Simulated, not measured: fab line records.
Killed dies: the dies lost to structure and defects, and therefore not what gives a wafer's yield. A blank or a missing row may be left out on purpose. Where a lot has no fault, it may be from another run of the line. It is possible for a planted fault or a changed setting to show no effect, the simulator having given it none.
Matching of chambers | flow nand-harc | 3 sister chambers for NHARC_P_M1_PRE_CLEAN_32 on pecvd-01
The step time 12 s. 6 wafers are shown with their chamber, then 12 later ones without.

## WAFERS, EACH WITH ITS CHAMBER
wafer  | chamber | heater-power-w (W)
L082.5 | 2       | 737
L082.4 | 1       | 539
L082.6 | 0       | 781
L086.4 | 0       | 756
L086.5 | 1       | 502
L086.6 | 2       | 725

## WAFERS WHOSE CHAMBER IS MISSING
wafer  | heater-power-w (W)
L088.1 | 650
L088.3 | 492
L088.5 | 700
L089.2 | 729
L089.4 | 536
L089.6 | 748
L092.1 | 679
L092.3 | 678
L092.5 | 548
L096.2 | 651
L096.5 | 698
L096.6 | 665

## WHICH CHAMBER EACH ONE RAN IN
wafer  | from the rows above     | in truth
L088.1 | can't be placed: 2 or 0 | 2
L088.3 | 1                       | 1
L088.5 | can't be placed: 2 or 0 | 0
L089.2 | can't be placed: 2 or 0 | 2
L089.4 | 1                       | 1
L089.6 | can't be placed: 2 or 0 | 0
L092.1 | can't be placed: 2 or 0 | 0
L092.3 | can't be placed: 2 or 0 | 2
L092.5 | 1                       | 1
L096.2 | can't be placed: 2 or 0 | 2
L096.5 | can't be placed: 2 or 0 | 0
L096.6 | can't be placed: 2 or 0 | 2
Correct placement for 3 of the 12. Can't be placed from these rows: 9 (the true chamber is among the candidates in 9). 0 placed wrongly.
How it was worked out, from the rows above alone: a wafer's distance from a chamber is the root of the sum, over the readings, of the square of ((its reading less the chamber's mean) divided by the reading's scatter). If the next closest chamber is less than 2 further off than the closest, the wafer can't be placed; otherwise it belongs to the closest. A chamber's mean is the mean of its shown wafers. How the scatter is found: for the shown wafers, subtract from each reading the mean of its chamber, square and add these, divide the total by (wafers less chambers), then take the root.
